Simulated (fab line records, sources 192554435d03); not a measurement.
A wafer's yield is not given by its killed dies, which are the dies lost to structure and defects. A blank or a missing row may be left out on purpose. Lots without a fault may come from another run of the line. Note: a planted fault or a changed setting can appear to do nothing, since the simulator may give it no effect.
fab line records    flow n5-finfet    part 2 of 2: steps 20 to 27 of 27
record lots=5  wafers=15  last-day=18
route steps=1938 shown BEOL_M15@1830 PASS1_DEP@1831 MIM_BOT@1832 MIM_TOP@1834 MIM_TOP_LITHO@1839 MIM_TOP_ETCH@1851 MIM_BOT_LITHO@1854
lots untouched by any fault: they come from a run of this same line in which no faults occurred
start-h: hours from the record's opening day to when the first of the lot's shown wafers began    wait-h: hours elapsed since this lot's preceding step    " unchanged from the row above    L1.1+2: several wafers, shown together as one row    - value missing, or start not given    * or withheld: withheld    < > ~ a bound
route shown NAME@n: NAME is a module with steps in the file, n the number in the route of the first one    usual: mean and standard deviation over wafers with no fault    same: alike in all rows    chamber/n: place in a boat    sites: readings site by site    _std_site: standard deviation across them    _edge_site: the outer-site mean with the inner-site mean subtracted    radius-mm: for every site, how far away it sits from the centre of the wafer    mask NAME#n: copy n    behind: the last tool/chamber to shape the wafer    hold: why the lot was held/for how many hours/how that ended    device: transistor that didn't switch, given as n, p or np    end of line: the route-end tests of the same wafers    a step without rows: its recipe alone    killed: dies that structure and defects cost at the first sort, which is not the same as the wafer's yield    map: the dies of a wafer, with x for killed, . for not killed, _ for no die there
set.NAME: the run value of the setting; set.NAME@STEP: its run value at that earlier step    model.NAME: the simulator's own value behind a step, which no gauge read
lots at selected steps of the route; one table per step, one row per wafer
services: a tool's chamber out of use, with start hour (start-h, from the record's first day; less than 0 if before it), hours out, and reason
## steps
# step N5_MIM_TOP_LITHO_INSPECT_12
# recipe mode=adi  inspect-instrument=macro
# usual raw-defect-count=2.2/1.4
lot.wafer  tool               chamber  start-h  wait-h  raw-defect-count
L082.2     defect-inspect-01  -        316.57   0.0     1
L082.3     "                  -        "        "       3
L082.5     "                  -        "        "       3
L087.1     defect-inspect-02  -        346.69   0.0     5
L087.5     "                  -        "        "       1
L087.6     "                  -        "        "       4
L090.4     defect-inspect-01  -        365.78   0.0     0
L090.5     "                  -        "        "       2
L090.6     "                  -        "        "       3
L095.2     defect-inspect-02  -        390.25   0.0     1
L095.3     "                  -        "        "       3
L095.5     "                  -        "        "       2
L096.2     defect-inspect-02  -        414.19   0.0     4
L096.3     "                  -        "        "       1
L096.5     "                  -        "        "       1
# step N5_MIM_TOP_LITHO_DESCUM_10
# recipe chemistry=O2  time-s=7.9  source-power-w=50  bias-power-w=20  pressure-mtorr=20  rf-frequency-hz=2.712e+07  temp-c=40  o2-flow-sccm=225
# usual bias-power-w=20.00/0.059  drypump-motor-current-A=5.5/0.47  oes-product-au=0.78/0.06  rf-vpp-V=243.8/1.2  showerhead-plenum-p-Torr=2.14/0.061  throttle-valve-pct=20.46/0.26
lot.wafer  tool         chamber  start-h  wait-h  bias-power-w  drypump-motor-current-A  oes-product-au  rf-hours-counter-h  rf-vpp-V  showerhead-plenum-p-Torr  throttle-valve-pct
L082.2     rie-diel-01  1        316.61   0.0     19.99         5.7                      0.81            76                  245.5     2.20                      20.69
L082.3     "            3        "        "       20.08         5.7                      0.72            172                 242.6     2.09                      20.83
L082.5     "            1        "        "       20.01         5.7                      0.81            -                   244.3     2.20                      20.71
L087.1     rie-diel-02  2        346.72   0.0     20.05         6.4                      0.79            108                 245.1     2.17                      20.29
L087.5     "            2        "        "       20.00         6.3                      0.78            -                   245.5     2.17                      20.29
L087.6     "            1        "        "       20.06         5.0                      0.73            -                   247.2     2.20                      20.61
L090.4     rie-diel-01  2        365.82   0.0     19.95         5.2                      0.74            156                 242.8     2.07                      20.04
L090.5     "            0        "        "       20.08         6.0                      0.88            -                   244.3     2.19                      20.16
L090.6     "            1        "        "       20.01         5.7                      0.80            -                   244.5     2.20                      20.75
L095.2     rie-diel-05  1        390.29   0.0     20.12         5.6                      0.71            207                 244.1     2.20                      20.34
L095.3     "            3        "        "       20.01         5.1                      0.76            153                 242.7     2.10                      20.72
L095.5     "            3        "        "       20.03         5.1                      0.77            -                   243.1     2.10                      20.72
L096.2     rie-diel-05  2        414.22   0.0     19.93         5.2                      0.86            63                  243.6     2.13                      20.18
L096.3     "            1        "        "       20.01         5.6                      0.71            213                 244.2     2.20                      20.33
L096.5     "            0        "        "       20.01         5.4                      0.80            -                   241.9     2.00                      20.56
# step N5_MIM_TOP_ETCH_ETCH_00
# recipe chemistry=Cl2/BCl3  target=TiN  target-depth-a=385  ion-energy-ev=150  pressure-mtorr=10  icp-w=1000  bias-w=126  Cl2_flow_sccm=53.25  bcl3-flow-sccm=21.75  Ar_flow_sccm=25
# usual drypump-motor-current-A=5.7/0.35  oes_ar_750_au=0.77/0.066  oes-product-au=0.78/0.065  throttle-valve-pct=22.61/0.24
lot.wafer  tool          chamber  start-h  wait-h  drypump-motor-current-A  oes_ar_750_au  oes-product-au  rf-hours-counter-h  throttle-valve-pct
L082.2     rie-metal-02  0        316.69   0.1     5.6                      0.71           0.71            59                  22.48
L082.3     "             0        "        "       5.7                      0.71           0.71            -                   22.47
L082.5     "             0        "        "       5.7                      0.71           0.72            -                   22.47
L087.1     rie-metal-03  0        346.81   0.1     5.6                      0.74           0.75            56                  22.48
L087.5     "             0        "        "       5.6                      0.73           0.74            -                   22.46
L087.6     "             1        "        "       5.9                      0.73           0.77            -                   22.81
L090.4     rie-metal-02  1        365.94   0.1     6.3                      0.71           0.73            -                   22.20
L090.5     "             0        "        "       5.6                      0.71           0.71            -                   22.49
L090.6     "             1        "        "       6.3                      0.71           0.73            -                   22.19
L095.2     rie-metal-01  0        390.37   0.1     5.2                      0.85           0.85            28                  22.90
L095.3     "             1        "        "       5.5                      0.85           0.88            -                   22.83
L095.5     "             1        "        "       5.5                      0.84           0.88            -                   22.84
L096.2     rie-metal-02  1        414.31   0.1     6.3                      0.71           0.71            59                  22.21
L096.3     "             1        "        "       6.3                      0.70           0.70            -                   22.21
L096.5     "             1        "        "       6.3                      0.70           0.71            -                   22.20
# step N5_MIM_TOP_ETCH_STRIP_01
# recipe chemistry=O2  power-w=600  temp-c=60  pressure-mtorr=30  rf-frequency-hz=6e+07  bias-power-w=0  overash-fraction=0.5  o2-flow-sccm=225
# usual drypump-motor-current-A=5.8/0.31  oes-product-au=0.80/0.081  rf-vpp-V=3.6/1.4  showerhead-plenum-p-Torr=2.08/0.096  throttle-valve-pct=16.56/0.22
# same bias-power-w=0
lot.wafer  tool         chamber  start-h  wait-h  drypump-motor-current-A  oes-product-au  rf-hours-counter-h  rf-vpp-V  showerhead-plenum-p-Torr  throttle-valve-pct
L082.2     rie-diel-04  1        316.87   0.1     6.2                      0.71            210                 4.3       2.17                      16.73
L082.3     "            0        "        "       5.4                      0.71            200                 3.3       1.97                      16.41
L082.5     "            3        "        "       5.6                      0.75            -                   2.7       1.94                      16.54
L087.1     rie-diel-04  2        346.95   0.1     6.1                      0.87            41                  2.9       2.12                      16.55
L087.5     "            1        "        "       6.2                      0.70            -                   0.8       2.17                      16.66
L087.6     "            3        "        "       5.7                      0.75            -                   4.3       1.93                      16.54
L090.4     rie-diel-06  1        366.04   0.1     6.2                      0.82            82                  4.4       2.03                      16.75
L090.5     "            3        "        "       6.0                      0.71            -                   3.7       2.01                      16.84
L090.6     "            2        "        "       5.9                      0.85            -                   3.7       2.11                      16.32
L095.2     rie-diel-06  3        390.51   0.1     6.0                      0.71            189                 7.0       2.01                      16.89
L095.3     "            1        "        "       6.2                      0.81            89                  2.3       2.03                      16.82
L095.5     "            1        "        "       6.2                      0.81            -                   3.7       2.03                      16.83
L096.2     rie-diel-04  2        414.45   0.1     6.1                      0.85            57                  3.0       2.12                      16.55
L096.3     "            3        "        "       5.7                      0.72            185                 1.3       1.93                      16.62
L096.5     "            1        "        "       6.2                      0.67            -                   3.4       2.16                      16.75
# step N5_MIM_TOP_ETCH_PECVD_03
# recipe material=SiNx  target-thk-a=200  temp-c=400  precursor=SiH4/NH3/N2  pressure-torr=1.5  rf-w=300  time-s=17.6
# usual heater-power-w=729/72  showerhead-plenum-p-Torr=5.15/0.079  throttle-valve-pct=40.0/1.5
lot.wafer  tool      chamber  start-h  wait-h  heater-power-w  showerhead-plenum-p-Torr  throttle-valve-pct
L082.2     pecvd-02  0        316.93   -       716             5.21                      40.8
L082.3     "         2        "        "       713             5.00                      40.5
L082.5     "         2        "        "       716             5.00                      40.5
L087.1     pecvd-03  0        347.01   -       740             5.09                      40.3
L087.5     "         0        "        "       771             5.07                      40.1
L087.6     "         1        "        "       659             5.16                      41.4
L090.4     pecvd-03  2        366.13   -       693             5.13                      38.4
L090.5     "         0        "        "       807             5.07                      40.3
L090.6     "         1        "        "       722             5.16                      41.8
L095.2     pecvd-02  1        390.58   -       761             5.25                      41.9
L095.3     "         0        "        "       700             5.22                      40.7
L095.5     "         2        "        "       738             5.01                      40.9
L096.2     pecvd-03  2        414.51   -       724             5.13                      38.4
L096.3     "         1        "        "       739             5.15                      41.4
L096.5     "         1        "        "       733             5.16                      41.9
# step N5_MIM_BOT_LITHO_HMDS_01
# recipe time-s=60  temp-c=120
# usual resist-line-temp-C=23.00/0.11
lot.wafer  tool            chamber  start-h  wait-h  resist-line-temp-C
L082.2     litho-track-03  0        317.01   0.0     22.95
L082.3     "               0        "        "       23.02
L082.5     "               0        "        "       23.04
L087.1     litho-track-03  0        347.09   0.0     23.00
L087.5     "               0        "        "       23.01
L087.6     "               0        "        "       23.09
L090.4     litho-track-03  0        366.18   0.0     22.89
L090.5     "               0        "        "       23.13
L090.6     "               0        "        "       22.95
L095.2     litho-track-03  0        390.65   0.0     22.88
L095.3     "               0        "        "       23.02
L095.5     "               0        "        "       23.15
L096.2     litho-track-04  0        414.59   0.0     22.99
L096.3     "               0        "        "       22.91
L096.5     "               0        "        "       23.00
# step N5_MIM_BOT_LITHO_COAT_02
# recipe spin-rpm=*  resist-thk-nm=*
# usual resist-line-temp-C=23.00/0.1
lot.wafer  tool            chamber  start-h  wait-h  resist-line-temp-C
L082.2     litho-track-03  0        -        -       23.04
L082.3     "               0        "        "       23.04
L082.5     "               0        "        "       22.99
L087.1     litho-track-03  0        -        -       23.05
L087.5     "               0        "        "       22.87
L087.6     "               0        "        "       23.03
L090.4     litho-track-03  0        -        -       23.03
L090.5     "               0        "        "       23.14
L090.6     "               0        "        "       23.03
L095.2     litho-track-03  0        -        -       22.92
L095.3     "               0        "        "       22.94
L095.5     "               0        "        "       23.12
L096.2     litho-track-04  0        -        -       23.02
L096.3     "               0        "        "       23.14
L096.5     "               0        "        "       22.89
# step N5_MIM_BOT_LITHO_EBR_04
# recipe solvent=PGMEA  ebr-width-mm=1.5
# usual resist-line-temp-C=22.99/0.11
lot.wafer  tool            chamber  start-h  wait-h  resist-line-temp-C
L082.2     litho-track-03  0        -        -       22.98
L082.3     "               0        "        "       22.81
L082.5     "               0        "        "       22.85
L087.1     litho-track-03  0        -        -       23.01
L087.5     "               0        "        "       22.90
L087.6     "               0        "        "       23.01
L090.4     litho-track-03  0        -        -       22.74
L090.5     "               0        "        "       22.96
L090.6     "               0        "        "       22.91
L095.2     litho-track-03  0        -        -       23.01
L095.3     "               0        "        "       22.93
L095.5     "               0        "        "       22.78
L096.2     litho-track-04  0        -        -       22.91
L096.3     "               0        "        "       23.08
L096.5     "               0        "        "       23.10
## services
tool            chamber  start-h  hours  kind
rie-diel-01     1        293.56   7.0    repair
krf-scanner-01  -        295.11   0.8    pm
krf-scanner-01  -        298.95   1.0    pm
rie-diel-05     0        301.41   5.1    repair
pvd-sputter-02  -        305.99   6.3    repair
rie-metal-02    -        307.13   0.8    repair
krf-scanner-01  -        311.60   0.4    repair
pecvd-01        2        314.61   4.8    repair
rie-diel-06     -        318.79   1.1    repair
pecvd-01        -        337.11   14.6   pm
rie-diel-04     0        341.79   8.0    repair
krf-scanner-02  -        358.89   0.7    repair
pvd-sputter-02  -        359.20   3.8    repair
ald-hk-01       -        361.26   2.8    pm
krf-scanner-02  -        363.26   4.0    pm
rie-diel-05     0        366.04   5.1    repair
rie-diel-06     0        366.77   5.4    repair
krf-scanner-02  -        373.05   0.8    pm
rie-diel-01     -        373.38   0.9    repair
krf-scanner-01  -        375.55   3.0    pm
rie-metal-02    1        380.45   2.3    repair
rie-diel-04     0        391.03   6.1    repair
ald-hk-01       -        391.46   4.3    pm
pvd-sputter-03  -        413.79   4.6    repair
